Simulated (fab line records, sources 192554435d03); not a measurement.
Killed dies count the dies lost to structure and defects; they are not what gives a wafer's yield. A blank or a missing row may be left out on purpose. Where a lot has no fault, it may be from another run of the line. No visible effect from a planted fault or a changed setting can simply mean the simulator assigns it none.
A lot that was struck, set against a sound lot :: flow n5 finfet :: 16 steps out of a route of 1938
Sound: these wafers, L673.1, L673.2, L673.3. The struck wafers were L680.2, L680.6. Last of all comes the cause.
At each step with rows: each side's tool, then ch and its chambers, then its first start. Under that, the readings that differ: sound wafers :: struck wafers :: difference of the means :: sigmas: that difference in standard deviations of wafers without a fault.
alike: same words and numbers on both sides, and readings whose means sit less than 2 such deviations apart. not compared: any withheld reading, any reading some wafer has no value for, any bound like >300 that may hide the same value, and any number with overlapping values for which the record gives no deviation.
Wherever a step has rows on one side only, a row that says differs or no value, or a row with sigmas, the two part there. Numbers that don't overlap but have no deviation are shown without sigmas and don't part them. A reading that every wafer of one side lacks parts them only if that side has two wafers or more.

first, 4 steps without rows for these wafers: N5_BEOL_M6_HM_STRIP_39 (strips TiN in peroxide tin strip, target depth 25 nm, time 158 s); N5_BEOL_M6_SRD_40 (time 30 s); N5_BEOL_M6_PRECLEAN_42 (cleans in residue remover, time 60 s); N5_BEOL_M6_SRD_43 (time 30 s).
N5_BEOL_M6_CD_MEAS_35: target cd 40 nm, target cd y 28 nm.
  sound on cd sem-01, day 11 23:17; struck on cd sem-02, day 14 03:04
  alike: cd nm
N5_BEOL_M6_CURE_75: cures SiCOH lowk, time 120 s.
  sound on uv cure-01 ch 0, day 11 23:20; struck on uv cure-02 ch 0, day 14 03:09
  alike: lamp power pct, wafer_temp_C_max
then, 1 step without rows for these wafers: N5_BEOL_M6_DEGAS_44 (time 60 s).
N5_BEOL_M6_PRE_CLEAN_45: time 30 s.
  sound on pvd sputter-03, day 11 23:43; struck on pvd sputter-03, day 14 03:36
  alike: heater power w
N5_BEOL_M6_ALD_77: deposits TaN, target thk 2 nm, pulse time 2 s, purge time 3 s.
  sound on ald metal-02 ch 0,1,2, day 12 00:00; struck on ald metal-01 ch 2,3, day 14 03:40
  alike: heater power w, precursor vessel pressure torr
N5_BEOL_M6_SURFACE_TREAT_79:
  sound on pvd sputter-02, day 12 01:25; struck on pvd sputter-02, day 14 04:11
  alike: ar flow sccm
  not compared: throttle valve pct
then, 2 steps without rows for these wafers: N5_BEOL_M6_CVD_78 (deposits Co from CCTBA/H2, target thk 2 nm, time 142.3 s); N5_BEOL_M6_SPUTTER_48 (material Cu, target thk 10 nm, time 1.667 s).
N5_BEOL_M6_ECD_50: material Cu, target thk 300 nm.
  sound on ecd cu-01 ch 0,1, day 12 01:46; struck on ecd cu-01 ch 0,1, day 14 05:24
reading: model.Cu_of_BEOL_M6_ECD_50.thk nm (nm)
sound: 296.8 297.8 297.4
struck: 172.8 166
difference: -127.9
sigmas: 
N5_BEOL_M6_ANNEAL_51: time 90 s.
  sound on rtp anneal-02 ch 0, day 12 01:52; struck on rtp anneal-02 ch 0, day 14 05:49
  alike: anneal temp c max, wafer_temp_C_max
N5_BEOL_M6_CMP_52: polishes, stops on SiCOH lowk, t overpolish 6.9 s, target thk 80 nm.
  sound on cmp-04 ch 0,2,3, day 12 02:10; struck on cmp-01 ch 1, day 14 06:04
reading: time to endpoint s (s)
sound: 61 67 63
struck: 33 34
difference: -30
sigmas: -8
  alike: motor current A
  not compared: pad life wafers
N5_BEOL_M6_THK_MEAS_53: measures by xrf.
  sound on film metro-02, day 12 02:27; struck on film metro-01, day 14 06:22
  alike: M6_THK

## WHERE THEY PART
Only at N5_BEOL_M6_CMP_52, within this record. Later steps at which nothing parts them and some readings are alike: N5_BEOL_M6_THK_MEAS_53.

WHY: what the simulator had put in
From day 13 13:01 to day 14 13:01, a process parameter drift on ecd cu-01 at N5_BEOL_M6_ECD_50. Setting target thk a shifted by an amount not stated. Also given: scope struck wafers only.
